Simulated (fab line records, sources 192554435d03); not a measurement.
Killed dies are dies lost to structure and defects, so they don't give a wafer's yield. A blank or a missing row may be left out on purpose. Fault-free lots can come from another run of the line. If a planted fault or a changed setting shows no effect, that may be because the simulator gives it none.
fab line records | flow n5-finfet
record lots=6 wafers=18 last-day=18
route steps=1938 shown BEOL_M15@1796 PASSIVATION@1936
lots untouched by any fault: they come from a run of this same line in which no faults occurred
start-h: hours from the record's first day to the start of the lot's first wafer shown | wait-h: hours from the lot's prior step to this one | " the same as in the row above | L1.1+2: a row that stands for several wafers | - value missing, or start not given | * or withheld: withheld | < > ~ a bound
route shown NAME@n: a module of which the file shows steps, and the number in the route of the first | usual: the fault-free wafers' mean and standard deviation | same: alike in all rows | chamber/n: place in a boat | sites: the reading at each site | _std_site: how widely they spread, as a standard deviation | _edge_site: inner sites' mean taken away from outer sites' mean | radius-mm: for every site, how far away it sits from the centre of the wafer | mask NAME#n: copy n | behind: the most recent tool/chamber to have shaped the wafer | hold: the reason the lot was held/the length of the hold in hours/how it ended | device: names the non-switching transistor (n, p or np) | end of line: the same wafers' tests at the end of the route | step lacking rows: just its recipe | killed: count of dies lost to structure and defects at first sort (not the wafer's yield) | map: per-die view of a wafer (x killed, . not killed, _ where there is no die)
set.NAME: setting as actually run; set.NAME@STEP: the setting as run at that earlier step | model.NAME: the simulator's own value behind a step, which no gauge read
lots seen at some steps along the route; tables by step, rows by wafer
services: the hour from which a tool's chamber was out of use, counted from the record's first day as start-h (under 0 if before that day), plus the number of hours and why
## steps
# step N5_BEOL_M15_COAT_60
# recipe resist=BARC temp-c=205 time-s=60 spin-rpm=1500 resist-thk-nm=89
# step N5_BEOL_M15_COAT_22
# recipe spin-rpm=1704 resist-thk-nm=800
# step N5_BEOL_M15_EBR_24
# recipe solvent=PGMEA ebr-width-mm=1.5
# step N5_BEOL_M15_SOFTBAKE_23
# recipe temp-c=130 time-s=60
# step N5_BEOL_M15_EXPOSE_25
# recipe mask-id=M15 na=0.8 source-shape=annular sigma-inner=0.5 sigma-outer=0.8 polarization=unpolarized target-cd-nm=400 dose-mj=35.5
# step N5_BEOL_M15_PEB_26
# recipe peb-temp-c=130 peb-time-s=90
# step N5_BEOL_M15_DEVELOP_27
# recipe develop-time-s=45 rinse-liquid=diw dry=air-spin dev-temp-c=21
# step N5_BEOL_M15_HARDBAKE_32
# recipe temp-c=130 time-s=120
# step N5_BEOL_M15_CD_MEAS_28
# recipe target-cd-nm=407.6 landing-energy-ev=500 detector=se-inlens
# usual cd-nm=409.5/1.6
# columns lot.wafer tool chamber start-h wait-h cd-nm
L872.2 cd-sem-01 0 292.32 - 410.4
L872.3 " 0 " " 409.5
L872.4 " 0 " " 410.5
L871.2 cd-sem-03 0 318.60 - 410.2
L871.4 " 0 " " 408.4
L871.6 " 0 " " 409.6
L881.2 cd-sem-02 0 379.63 - 408.9
L881.4 " 0 " " 408.8
L881.6 " 0 " " 411.5
L884.1 cd-sem-01 0 394.79 - 407.6
L884.3 " 0 " " 407.3
L884.5 " 0 " " 407.3
L885.1 cd-sem-01 0 410.17 - 411.1
L885.2 " 0 " " 411.7
L885.4 " 0 " " 411.1
L883.1 cd-sem-03 0 410.80 - 413.2
L883.2 " 0 " " 413.1
L883.6 " 0 " " 412.6
# step N5_BEOL_M15_OVL_MEAS_29
# recipe points-per-wafer=44
# usual M15_OVL=4/5
# columns lot.wafer tool chamber start-h wait-h M15_OVL[nm]
L872.2 overlay-02 0 292.35 0.0 5
L872.3 " 0 " " -2
L872.4 " 0 " " 2
L871.2 overlay-02 0 318.63 0.0 6
L871.4 " 0 " " 3
L871.6 " 0 " " 4
L881.2 overlay-02 0 379.66 0.0 3
L881.4 " 0 " " 8
L881.6 " 0 " " -2
L884.1 overlay-01 0 394.82 0.0 1
L884.3 " 0 " " -4
L884.5 " 0 " " 9
L885.1 overlay-02 0 410.20 0.0 7
L885.2 " 0 " " 5
L885.4 " 0 " " 7
L883.1 overlay-02 0 410.83 0.0 5
L883.2 " 0 " " 9
L883.6 " 0 " " 6
# step N5_BEOL_M15_INSPECT_30
# recipe mode=adi inspect-instrument=macro
# usual raw-defect-count=2.2/1.5
# columns lot.wafer tool chamber start-h wait-h raw-defect-count
L872.2 defect-inspect-02 - 292.37 0.0 1
L872.3 " - " " 3
L872.4 " - " " 0
L871.2 defect-inspect-01 - 318.65 0.0 5
L871.4 " - " " 2
L871.6 " - " " 1
L881.2 defect-inspect-02 - 379.68 0.0 4
L881.4 " - " " 1
L881.6 " - " " 3
L884.1 defect-inspect-02 - 394.85 0.0 2
L884.3 " - " " 3
L884.5 " - " " 3
L885.1 defect-inspect-01 - 410.22 0.0 1
L885.2 " - " " 3
L885.4 " - " " 3
L883.1 defect-inspect-02 - 410.86 0.0 0
L883.2 " - " " 1
L883.6 " - " " 3
# step N5_BEOL_M15_DESCUM_33
# recipe chemistry=O2 time-s=7.9 source-power-w=50 bias-power-w=20 pressure-mtorr=20 rf-frequency-hz=2.712e+07 temp-c=40 o2-flow-sccm=225
# usual bias-power-w=19.99/0.065 drypump-motor-current-A=5.7/0.33 oes-product-au=0.81/0.097 rf-vpp-V=243.1/1.8 showerhead-plenum-p-Torr=2.08/0.099 throttle-valve-pct=20.37/0.23
# columns lot.wafer tool chamber start-h wait-h bias-power-w drypump-motor-current-A oes-product-au rf-hours-counter-h rf-vpp-V showerhead-plenum-p-Torr throttle-valve-pct
L872.2 rie-diel-06 2 292.41 0.0 20.07 6.1 0.67 247 242.4 1.96 20.34
L872.3 " 3 " " 19.92 5.7 0.67 247 242.9 2.05 20.89
L872.4 " 0 " " 19.99 5.9 0.70 218 241.2 1.98 20.64
L871.2 rie-diel-06 0 318.69 0.0 19.87 5.9 0.70 226 240.2 1.98 20.65
L871.4 " 1 " " 20.01 5.6 0.86 - 243.5 2.03 20.50
L871.6 " 0 " " 19.99 5.9 0.70 - 241.8 1.98 20.65
L881.2 rie-diel-06 3 379.98 0.3 19.86 5.7 0.96 11 241.8 2.04 20.47
L881.4 " 0 " " 19.99 5.9 0.68 248 241.5 1.97 20.69
L881.6 " 0 " " 19.86 5.9 0.68 - 242.2 1.97 20.69
L884.1 rie-diel-05 0 394.89 0.0 19.99 5.9 0.87 54 242.7 2.04 20.49
L884.3 " 3 " " 20.09 5.7 0.87 45 243.9 2.13 20.55
L884.5 " 0 " " 19.96 5.9 0.88 - 242.2 2.04 20.47
L885.1 rie-diel-05 2 410.26 0.0 19.98 5.2 0.71 211 240.6 1.99 21.04
L885.2 " 1 " " 19.94 5.3 0.68 215 242.5 2.07 20.44
L885.4 " 3 " " 19.98 5.7 0.86 50 242.9 2.13 20.57
L883.1 rie-diel-06 1 411.38 0.5 20.05 5.6 0.83 83 242.4 2.02 20.54
L883.2 " 2 " " 20.02 6.1 0.88 33 247.2 2.21 19.98
L883.6 " 3 " " 19.90 5.7 0.93 - 241.0 2.03 20.49
# step N5_BEOL_M15_ETCH_61
# recipe chemistry=N2/H2 target=BARC target-depth-a=890 overetch-a=267 time-s=67.9 ion-energy-ev=200 pressure-mtorr=30 source-w=840 bias-w=150 n2-flow-sccm=200 h2-flow-sccm=200
# usual drypump-motor-current-A=5.7/0.33 oes-product-au=0.70/0.079 rf-vpp-V=524/3.4 showerhead-plenum-p-Torr=2.54/0.12 throttle-valve-pct=17.89/0.22
# columns lot.wafer tool chamber start-h wait-h drypump-motor-current-A oes-product-au rf-hours-counter-h rf-vpp-V showerhead-plenum-p-Torr throttle-valve-pct model.coat_of_BEOL_M15_COAT_22.thk-nm model.BEOL_M15.cd-nm
L872.2 rie-diel-06 2 292.44 0.0 6.1 0.58 247 519 2.40 17.95 719.4 403
L872.3 " 3 " " 5.7 0.58 247 523 2.50 18.39 718.8 401.4
L872.4 " 0 " " 5.9 0.61 218 520 2.42 18.24 718.2 403.8
L871.2 rie-diel-06 0 318.74 0.0 5.9 0.61 226 521 2.41 18.24 717.2 403.2
L871.4 " 1 " " 5.6 0.73 - 521 2.48 17.99 715.2 401.2
L871.6 " 0 " " 5.9 0.60 - 520 2.41 18.26 721.2 403.2
L881.2 rie-diel-06 3 380.02 0.0 5.7 0.81 11 522 2.49 17.96 698.8 404.6
L881.4 " 0 " " 5.9 0.60 248 522 2.40 18.28 720.6 401.4
L881.6 " 0 " " 5.9 0.59 - 520 2.40 18.27 702.6 408
L884.1 rie-diel-05 0 394.93 0.0 5.9 0.75 54 523 2.48 17.93 723.4 401
L884.3 " 3 " " 5.7 0.73 45 525 2.59 18.03 720.2 399.4
L884.5 " 0 " " 5.9 0.75 - 523 2.48 17.92 720.6 400.2
L885.1 rie-diel-05 2 410.29 0.0 5.2 0.60 211 521 2.42 18.63 714.2 402.8
L885.2 " 1 " " 5.4 0.59 215 523 2.51 17.87 715 404.4
L885.4 " 3 " " 5.7 0.74 50 526 2.59 18.04 715.8 403
L883.1 rie-diel-06 1 411.41 0.0 5.6 0.70 83 521 2.47 18.07 720.8 405
L883.2 " 2 " " 6.1 0.75 34 527 2.70 17.57 703 409.2
L883.6 " 3 " " 5.7 0.78 - 525 2.48 17.99 699.6 407.8
# step N5_BEOL_M15_TRENCH_ETCH_34
# recipe chemistry=C4F8/O2/Ar target=SiO2 target-depth-a=8729.3 he-inner-torr=15 he-outer-torr=30 time-s=199 ion-energy-ev=800 pressure-mtorr=20 source-w=1905 bias-w=2040 Ar_flow_sccm=400 C4F8_flow_sccm=16 O2_flow_sccm=12
# usual drypump-motor-current-A=5.7/0.33 oes-product-au=0.81/0.096 rf-vpp-V=2226/27 showerhead-plenum-p-Torr=3.43/0.15 throttle-valve-pct=30.90/0.25
# columns lot.wafer tool chamber start-h wait-h drypump-motor-current-A oes-product-au rf-hours-counter-h rf-vpp-V showerhead-plenum-p-Torr throttle-valve-pct model.coat_of_BEOL_M15_COAT_22.thk-nm
L872.2 rie-diel-06 2 292.49 0.0 6.1 0.66 247 2214 3.26 30.75 552
L872.3 " 3 " " 5.7 0.67 247 2228 3.39 31.44 548.4
L872.4 " 0 " " 5.9 0.69 218 2217 3.28 31.14 550.2
L871.2 rie-diel-06 0 318.82 0.1 5.9 0.70 226 2218 3.27 31.15 547
L871.4 " 1 " " 5.6 0.86 - 2190 3.36 31.11 540.6
L871.6 " 0 " " 5.9 0.69 - 2217 3.27 31.16 551.8
L881.2 rie-diel-06 3 380.07 0.0 5.7 0.95 11 2227 3.38 31.17 522.8
L881.4 " 0 " " 5.9 0.68 248 2215 3.26 31.17 551.2
L881.6 " 0 " " 5.9 0.69 - 2216 3.26 31.16 532
L884.1 rie-diel-05 0 394.98 0.0 5.9 0.88 54 2251 3.37 31.13 551.8
L884.3 " 3 " " 5.7 0.86 45 2229 3.50 31.11 546.4
L884.5 " 0 " " 5.9 0.87 - 2251 3.37 31.12 548
L885.1 rie-diel-05 2 410.34 0.0 5.2 0.71 211 2194 3.27 31.48 542.8
L885.2 " 1 " " 5.4 0.69 215 2198 3.39 30.70 543.8
L885.4 " 3 " " 5.7 0.86 50 2230 3.49 31.11 540.6
L883.1 rie-diel-06 1 411.46 0.0 5.6 0.82 83 2189 3.34 31.14 546.8
L883.2 " 2 " " 6.1 0.87 34 2248 3.63 30.55 530
L883.6 " 3 " " 5.7 0.91 - 2228 3.37 31.15 526.8
# step N5_BEOL_M15_STRIP_36
# recipe chemistry=O2 power-w=600 temp-c=60 pressure-mtorr=30 rf-frequency-hz=6e+07 bias-power-w=0 overash-fraction=0.3 o2-flow-sccm=225
# usual drypump-motor-current-A=5.6/0.34 oes-product-au=0.80/0.09 rf-vpp-V=3.8/0.9 showerhead-plenum-p-Torr=2.08/0.086 throttle-valve-pct=16.69/0.26
# same bias-power-w=0
# columns lot.wafer tool chamber start-h wait-h drypump-motor-current-A oes-product-au rf-hours-counter-h rf-vpp-V showerhead-plenum-p-Torr throttle-valve-pct
L872.2 rie-diel-05 3 295.58 2.9 5.7 0.94 17 3.9 2.14 16.71
L872.3 " 2 " " 5.2 0.73 177 2.5 2.00 17.20
L872.4 " 0 " " 5.8 0.92 - 3.9 2.05 16.58
L871.2 rie-diel-05 1 320.64 1.6 5.3 0.71 188 2.7 2.08 16.64
L871.4 " 2 " " 5.2 0.73 186 4.3 2.00 17.20
L871.6 " 1 " " 5.3 0.71 - 2.7 2.08 16.69
L881.2 rie-diel-05 1 385.37 5.1 5.4 0.70 207 2.8 2.08 16.68
L881.4 " 2 " " 5.2 0.70 204 2.5 2.00 17.26
L881.6 " 2 " " 5.2 0.71 - 4.6 2.00 17.26
L884.1 rie-diel-06 1 397.13 2.0 5.6 0.83 78 3.8 2.03 16.75
L884.3 " 2 " " 6.0 0.87 28 1.6 2.22 16.24
L884.5 " 1 " " 5.6 0.83 - 4.8 2.03 16.72
L885.1 rie-diel-06 0 411.03 0.5 5.9 1.02 1 4.2 2.24 16.47
L885.2 " 2 " " 6.1 0.88 33 4.4 2.22 16.28
L885.4 " 3 " " 5.7 0.93 23 1.8 2.04 16.73
L883.1 rie-diel-05 0 411.87 0.2 5.9 0.87 61 4.9 2.04 16.69
L883.2 " 1 " " 5.3 0.69 217 4.3 2.07 16.69
L883.6 " 2 " " 5.2 0.71 - 3.2 1.99 17.30
# step N5_BEOL_M15_STRIP_62
# recipe chemistry=O2 power-w=600 temp-c=60 pressure-mtorr=30 rf-frequency-hz=6e+07 bias-power-w=0 overash-fraction=0.3 o2-flow-sccm=225
# usual drypump-motor-current-A=5.6/0.34 oes-product-au=0.80/0.091 rf-vpp-V=3.6/0.48 showerhead-plenum-p-Torr=2.08/0.086 throttle-valve-pct=16.69/0.26
# same bias-power-w=0
# columns lot.wafer tool chamber start-h wait-h drypump-motor-current-A oes-product-au rf-hours-counter-h rf-vpp-V showerhead-plenum-p-Torr throttle-valve-pct
L872.2 rie-diel-05 3 - - 5.7 0.93 17 3.8 2.14 16.70
L872.3 " 2 " " 5.2 0.74 177 3.7 2.01 17.21
L872.4 " 0 " " 5.9 0.93 - 3.5 2.05 16.63
L871.2 rie-diel-05 1 - - 5.4 0.71 188 3.2 2.08 16.65
L871.4 " 2 " " 5.2 0.72 186 3.6 2.00 17.20
L871.6 " 1 " " 5.4 0.71 - 3.3 2.08 16.66
L881.2 rie-diel-05 1 - - 5.3 0.69 207 4.0 2.08 16.68
L881.4 " 2 " " 5.2 0.71 204 4.5 2.00 17.27
L881.6 " 2 " " 5.2 0.71 - 3.3 2.00 17.24
L884.1 rie-diel-06 1 - - 5.6 0.83 78 3.9 2.03 16.74
L884.3 " 2 " " 6.0 0.89 28 3.7 2.22 16.24
L884.5 " 1 " " 5.6 0.83 - 4.0 2.03 16.72
L885.1 rie-diel-06 0 - - 5.9 1.02 1 3.6 2.24 16.48
L885.2 " 2 " " 6.1 0.88 33 3.2 2.22 16.24
L885.4 " 3 " " 5.7 0.93 23 3.7 2.04 16.71
L883.1 rie-diel-05 0 - - 5.9 0.86 61 3.1 2.04 16.69
L883.2 " 1 " " 5.3 0.69 217 3.4 2.07 16.72
L883.6 " 2 " " 5.2 0.70 - 3.5 1.99 17.24
# step N5_BEOL_M15_STRIP_37
# recipe chemistry=O2 power-w=600 temp-c=60 pressure-mtorr=30 rf-frequency-hz=6e+07 bias-power-w=0 overash-fraction=0.3 o2-flow-sccm=225
# usual drypump-motor-current-A=5.6/0.34 oes-product-au=0.80/0.09 rf-vpp-V=3.7/0.68 showerhead-plenum-p-Torr=2.08/0.086 throttle-valve-pct=16.69/0.27
# same bias-power-w=0
# columns lot.wafer tool chamber start-h wait-h drypump-motor-current-A oes-product-au rf-hours-counter-h rf-vpp-V showerhead-plenum-p-Torr throttle-valve-pct
L872.2 rie-diel-05 3 - - 5.7 0.93 17 4.5 2.14 16.70
L872.3 " 2 " " 5.2 0.73 177 3.9 2.01 17.19
L872.4 " 0 " " 5.9 0.93 - 4.1 2.05 16.61
L871.2 rie-diel-05 1 - - 5.4 0.70 188 3.2 2.08 16.67
L871.4 " 2 " " 5.2 0.72 186 4.5 2.00 17.24
L871.6 " 1 " " 5.3 0.71 - 2.7 2.08 16.66
L881.2 rie-diel-05 1 - - 5.3 0.70 207 5.4 2.07 16.71
L881.4 " 2 " " 5.2 0.71 204 5.1 2.00 17.28
L881.6 " 2 " " 5.2 0.71 - 4.1 2.00 17.26
L884.1 rie-diel-06 1 - - 5.6 0.82 78 3.0 2.03 16.74
L884.3 " 2 " " 6.0 0.88 28 3.0 2.22 16.23
L884.5 " 1 " " 5.6 0.83 - 2.5 2.03 16.76
L885.1 rie-diel-06 0 - - 5.9 1.02 1 3.2 2.24 16.47
L885.2 " 2 " " 6.1 0.87 33 3.7 2.22 16.26
L885.4 " 3 " " 5.7 0.92 23 4.4 2.04 16.72
L883.1 rie-diel-05 0 - - 5.9 0.87 61 4.5 2.04 16.69
L883.2 " 1 " " 5.4 0.69 217 3.1 2.07 16.70
L883.6 " 2 " " 5.2 0.70 - 2.4 1.99 17.28
# step N5_BEOL_M15_ETCH_38
# recipe chemistry=CF4/N2 target=SiCN target-depth-a=1064 taper-deg=2 time-s=120.5 ion-energy-ev=150 mask-material=SiO2 pressure-mtorr=40 source-w=430 bias-w=70 Ar_flow_sccm=100 cf4-flow-sccm=60 n2-flow-sccm=60
# usual drypump-motor-current-A=5.6/0.34 oes-product-au=0.80/0.089 rf-vpp-V=381.9/2.2 showerhead-plenum-p-Torr=2.19/0.088 throttle-valve-pct=15.48/0.25
# columns lot.wafer tool chamber start-h wait-h drypump-motor-current-A oes-product-au rf-hours-counter-h rf-vpp-V showerhead-plenum-p-Torr throttle-valve-pct model.BEOL_M15.cd-nm
L872.2 rie-diel-05 3 - - 5.7 0.92 17 382.7 2.25 15.45 403.6
L872.3 " 2 " " 5.2 0.73 177 380.1 2.11 15.96 401.8
L872.4 " 0 " " 5.9 0.92 - 380.5 2.17 15.38 404.4
L871.2 rie-diel-05 1 - - 5.4 0.73 188 381.6 2.19 15.45 403.4
L871.4 " 2 " " 5.2 0.73 186 379.2 2.11 15.97 401.4
L871.6 " 1 " " 5.3 0.71 - 380.9 2.19 15.43 403.4
L881.2 rie-diel-05 1 - - 5.4 0.69 207 381.5 2.18 15.48 404.4
L881.4 " 2 " " 5.2 0.70 204 379.1 2.10 16.00 401.8
L881.6 " 2 " " 5.2 0.70 - 379.6 2.10 16.00 408
L884.1 rie-diel-06 1 - - 5.6 0.84 78 380.4 2.14 15.52 401
L884.3 " 2 " " 6.1 0.90 28 384.7 2.34 15.06 399.4
L884.5 " 1 " " 5.6 0.83 - 380.7 2.14 15.50 400.2
L885.1 rie-diel-06 0 - - 5.9 1.02 1 386.7 2.35 15.26 403
L885.2 " 2 " " 6.1 0.87 33 385.5 2.34 15.06 404.6
L885.4 " 3 " " 5.7 0.92 23 381.2 2.16 15.53 403.2
L883.1 rie-diel-05 0 - - 5.9 0.87 61 379.8 2.16 15.47 405.2
L883.2 " 1 " " 5.3 0.70 217 379.7 2.18 15.50 409.2
L883.6 " 2 " " 5.2 0.71 - 380.8 2.10 16.01 408.2
# step N5_BEOL_M15_PRECLEAN_39
# recipe chemistry=residue-remover time-s=60 temp-c=40
# step N5_PASSIVATION_PROBE_49
# usual defect-limited-yield=91.2/1.4 killed_at_M0_to_M3=36/11 killed_at_M4_up=14/5.6 killed-at-contacts=12/5.9 killed-at-front-end=38/13 killed-at-other=3.5/2.7 killed-dies=104/17 killed-open=68/12 killed-short=34/8.2 sort_bin_5_function=5.1/0.95 sort_bin_6_memory=3.3/0.7 sort_bin_8_speed=0.00/0.007 sort-n-pass=1076/17 sort-yield-pct=91.2/1.4
# same gross-dies=1180 killed-at-back-side=0 sort_bin_4_leakage[%]=0
# columns lot.wafer tool chamber start-h wait-h defect-limited-yield[%] killed_at_M0_to_M3 killed_at_M4_up killed-at-contacts killed-at-front-end killed-at-other killed-dies killed-open killed-short sort_bin_5_function[%] sort_bin_6_memory[%] sort_bin_8_speed[%] sort-n-pass sort-yield-pct[%]
L872.2 prober-02 - 314.68 0.1 90.6 30 10 12 53 6 111 67 43 6.2 3.1 0 1069 90.6
L872.3 prober-02 - 314.73 0.1 89.7 30 13 22 51 5 121 74 44 6.1 3.9 0 1059 89.7
L872.4 prober-02 - 314.78 0.2 87.5 37 12 14 83 2 148 108 39 7.1 5.2 0 1032 87.5
L871.2 prober-02 - 337.67 0.1 90.8 36 9 13 46 4 108 68 39 5.1 3.8 0 1072 90.8
L871.4 prober-02 - 337.77 0.2 89.2 27 13 36 49 3 128 88 39 6.9 3.7 0 1052 89.2
L871.6 prober-02 - 337.87 0.3 91.1 27 15 15 45 3 105 65 39 6.6 2.2 0 1075 91.1
L881.2 prober-01 - 401.34 0.1 88.6 69 13 10 40 2 134 81 46 6.0 4.5 0 1046 88.6
L881.4 prober-01 - 401.44 0.2 91.4 25 26 14 33 4 102 69 31 5.6 2.8 0.08 1077 91.3
L881.6 prober-01 - 401.54 0.3 91.4 48 10 9 31 4 102 68 28 5.6 2.8 0 1078 91.4
L884.1 prober-01 - 414.56 0.0 93.3 31 12 17 17 2 79 53 21 4.2 2.4 0 1101 93.3
L884.3 prober-01 - 414.66 0.1 90.3 40 12 20 40 3 115 70 42 6.0 3.7 0 1065 90.3
L884.5 prober-01 - 414.76 0.2 93.9 17 14 5 35 1 72 47 25 4.0 1.9 0 1108 93.9
L885.1 prober-02 - 429.54 0.0 93.5 33 9 8 27 0 77 51 25 3.1 3.3 0 1103 93.5
L885.2 prober-02 - 429.59 0.1 93.1 20 12 6 40 3 81 57 23 4.2 2.7 0 1099 93.1
L885.4 prober-02 - 429.69 0.2 92.2 21 25 18 28 0 92 67 24 5.0 2.5 0 1088 92.2
L883.1 prober-01 - 431.95 0.0 91.6 28 15 13 37 6 99 65 31 5.1 2.9 0 1081 91.6
L883.2 prober-01 - 432.00 0.1 91.6 30 10 18 39 2 99 75 23 4.8 3.2 0 1081 91.6
L883.6 prober-01 - 432.20 0.3 92.0 37 17 8 29 3 94 63 28 4.2 3.6 0 1086 92.0
# killed by level:class
L872.2 FIN_SAQP:geometric-particle:short=15 FIN_SAQP:geometric-particle:open=14 MOL_CONTACT_COAG:geometric-particle:open=11 STI_FIN_REVEAL:geometric-particle:open=9 DUMMY_GATE:geometric-particle:open=7 BEOL_M0:geometric-particle:short=5 BEOL_M3:geometric-particle:open=5 BEOL_M4:geometric-particle:open=5
L872.3 MOL_CONTACT_COAG:geometric-particle:open=17 FIN_SAQP:geometric-particle:short=13 BEOL_M3:geometric-particle:open=11 STI_FIN_REVEAL:geometric-particle:open=7 BEOL_M2:geometric-particle:open=7 FIN_SAQP:geometric-particle:open=6 STARTING-WAFER:geometric-particle:short=6 GATE_CUT:geometric-particle:open=5
L872.4 STI_FIN_REVEAL:geometric-particle:open=25 FIN_SAQP:geometric-particle:open=19 BEOL_M3:geometric-particle:open=16 FIN_SAQP:geometric-particle:short=13 MOL_CONTACT_COAG:geometric-particle:open=8 STARTING-WAFER:geometric-particle:open=7 DUMMY_GATE:geometric-particle:open=6 MOL_CONTACT_COAG:geometric-particle:short=6
L871.2 FIN_SAQP:geometric-particle:short=11 MOL_CONTACT_COAG:geometric-particle:open=11 BEOL_M0_SAQP:geometric-particle:short=9 BEOL_M3:geometric-particle:open=9 FIN_SAQP:geometric-particle:open=7 BEOL_M0_SAQP:geometric-particle:open=7 STI_FIN_REVEAL:geometric-particle:open=6 GATE_CUT:geometric-particle:short=4
L871.4 MOL_CONTACT_COAG:geometric-particle:open=32 FIN_SAQP:geometric-particle:short=12 FIN_SAQP:geometric-particle:open=8 GATE_CUT:geometric-particle:short=8 DUMMY_GATE:geometric-particle:open=6 STI_FIN_REVEAL:geometric-particle:open=5 BEOL_M0_SAQP:geometric-particle:open=5 MOL_CONTACT_COAG:geometric-particle:short=4
L871.6 FIN_SAQP:geometric-particle:short=14 MOL_CONTACT_COAG:geometric-particle:open=11 BEOL_M3:geometric-particle:open=11 FIN_SAQP:geometric-particle:open=6 STI_FIN_REVEAL:geometric-particle:open=5 DUMMY_GATE:geometric-particle:open=5 MOL_CONTACT_COAG:geometric-particle:short=4 BEOL_M0_SAQP:geometric-particle:open=4
L881.2 BEOL_M0_SAQP:geometric-particle:open=19 BEOL_M0_SAQP:geometric-particle:short=12 BEOL_M3:geometric-particle:short=12 BEOL_M2:geometric-particle:open=10 BEOL_M3:geometric-particle:open=10 STI_FIN_REVEAL:geometric-particle:open=8 MOL_CONTACT_COAG:geometric-particle:open=8 FIN_SAQP:geometric-particle:open=7
L881.4 FIN_SAQP:geometric-particle:short=12 MOL_CONTACT_COAG:geometric-particle:open=11 FIN_SAQP:geometric-particle:open=8 BEOL_M4:geometric-particle:open=8 BEOL_M1:geometric-particle:open=6 BEOL_M3:geometric-particle:open=6 BEOL_M2:geometric-particle:open=5 MOL_CONTACT_COAG:geometric-particle:short=3
L881.6 BEOL_M3:geometric-particle:open=19 BEOL_M1:geometric-particle:open=9 FIN_SAQP:geometric-particle:open=6 MOL_CONTACT_COAG:geometric-particle:open=6 DUMMY_GATE:geometric-particle:open=5 BEOL_M0_SAQP:geometric-particle:short=5 BEOL_M0_SAQP:geometric-particle:open=5 BEOL_M2:geometric-particle:open=5
L884.1 MOL_CONTACT_COAG:geometric-particle:open=14 BEOL_M3:geometric-particle:open=11 BEOL_M2:geometric-particle:open=6 BEOL_M4:geometric-particle:open=6 BEOL_M0_SAQP:geometric-particle:open=4 FIN_SAQP:geometric-particle:short=3 FIN_SAQP:geometric-particle:open=3 SDB:geometric-particle:short=2
L884.3 MOL_CONTACT_COAG:geometric-particle:open=13 BEOL_M0_SAQP:geometric-particle:open=12 STI_FIN_REVEAL:geometric-particle:open=10 BEOL_M0_SAQP:geometric-particle:short=10 GATE_CUT:geometric-particle:short=8 BEOL_M3:geometric-particle:open=8 MOL_CONTACT_COAG:geometric-particle:short=6 BEOL_M4:geometric-particle:short=6
L884.5 FIN_SAQP:geometric-particle:short=11 STI_FIN_REVEAL:geometric-particle:open=7 BEOL_M4:geometric-particle:open=7 MOL_CONTACT_COAG:geometric-particle:open=5 BEOL_M3:geometric-particle:open=5 BEOL_M0_SAQP:geometric-particle:open=4 STARTING-WAFER:geometric-particle:open=4 FIN_SAQP:geometric-particle:open=3
L885.1 BEOL_M1:geometric-particle:open=11 STI_FIN_REVEAL:geometric-particle:open=10 BEOL_M0_SAQP:geometric-particle:short=7 MOL_CONTACT_COAG:geometric-particle:open=6 BEOL_M4:geometric-particle:open=6 BEOL_M2:geometric-particle:open=4 BEOL_M3:geometric-particle:open=4 GATE_CUT:geometric-particle:short=3
L885.2 STI_FIN_REVEAL:geometric-particle:open=15 BEOL_M4:geometric-particle:open=7 MOL_CONTACT_COAG:geometric-particle:open=5 BEOL_M0_SAQP:geometric-particle:open=5 FIN_SAQP:geometric-particle:short=4 FIN_SAQP:geometric-particle:open=4 STI_FIN_REVEAL:geometric-particle:short=4 BEOL_M2:geometric-particle:open=4
L885.4 MOL_CONTACT_COAG:geometric-particle:open=16 BEOL_M4:geometric-particle:open=14 STI_FIN_REVEAL:geometric-particle:open=11 BEOL_M3:geometric-particle:open=6 STI_FIN_REVEAL:geometric-particle:short=5 BEOL_M0_SAQP:geometric-particle:open=4 BEOL_M0_SAQP:geometric-particle:short=4 GATE_CUT:geometric-particle:short=3
L883.1 MOL_CONTACT_COAG:geometric-particle:open=11 BEOL_M0_SAQP:geometric-particle:open=10 STI_FIN_REVEAL:geometric-particle:open=7 FIN_SAQP:geometric-particle:short=4 BEOL_M3:geometric-particle:open=4 STI_FIN_REVEAL:geometric-particle:short=4 DUMMY_GATE:geometric-particle:open=4 GATE_CUT:geometric-particle:short=4
L883.2 STI_FIN_REVEAL:geometric-particle:open=14 MOL_CONTACT_COAG:geometric-particle:open=14 BEOL_M3:geometric-particle:open=9 FIN_SAQP:geometric-particle:open=6 BEOL_M4:geometric-particle:open=6 BEOL_M0_SAQP:geometric-particle:open=5 BEOL_M2:geometric-particle:open=5 STARTING-WAFER:geometric-particle:short=5
L883.6 BEOL_M0_SAQP:geometric-particle:short=14 BEOL_M0_SAQP:geometric-particle:open=10 STI_FIN_REVEAL:geometric-particle:open=9 MOL_CONTACT_COAG:geometric-particle:open=8 FIN_SAQP:geometric-particle:open=6 BEOL_M3:geometric-particle:open=5 BEOL_M4:geometric-particle:open=5 STARTING-WAFER:geometric-particle:open=5
## services
# columns tool chamber start-h hours kind
rie-diel-06 2 306.74 - clean
rie-diel-06 2 306.74 - consumable-replace:focus-ring
rie-diel-06 2 306.74 - consumable-replace:showerhead
rie-diel-06 2 306.74 12.8 scheduled-down
rie-diel-06 2 306.74 12.8 vent-cycle
rie-diel-06 3 318.44 5.6 repair
rie-diel-06 3 324.08 - clean
rie-diel-06 3 324.08 - consumable-replace:focus-ring
rie-diel-06 3 324.08 20.3 scheduled-down
rie-diel-06 3 324.08 20.3 vent-cycle
rie-diel-05 - 387.54 2.8 pm
rie-diel-06 0 388.10 - clean
rie-diel-06 0 388.10 - consumable-replace:focus-ring
rie-diel-06 0 388.10 - consumable-replace:showerhead
rie-diel-06 0 388.10 20.7 scheduled-down
rie-diel-06 0 388.10 20.7 vent-cycle
## key
first-sign none at tools or gauges
model-effect step=N5_BEOL_M15_ETCH_61 value=coat_of_BEOL_M15_COAT_22.thk-nm without=721.2 struck=701
model-effect step=N5_BEOL_M15_TRENCH_ETCH_34 value=coat_of_BEOL_M15_COAT_22.thk-nm without=548.1 struck=527.9
model-effect step=N5_BEOL_M15_ETCH_38 value=BEOL_M15.cd-nm without=403.5 struck=407.5
met-at N5_BEOL_M15_ETCH_61
struck-wafers L881.2,L881.6,L883.2,L883.6
onset-between 318.74 380.02
fault kind=process-parameter-drift tool=rie-diel-06 chamber=- onset-h=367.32 steps=N5_BEOL_M15_ETCH_61 channel=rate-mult offset=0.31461 shape=step end-h=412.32 scope=struck-wafers-only
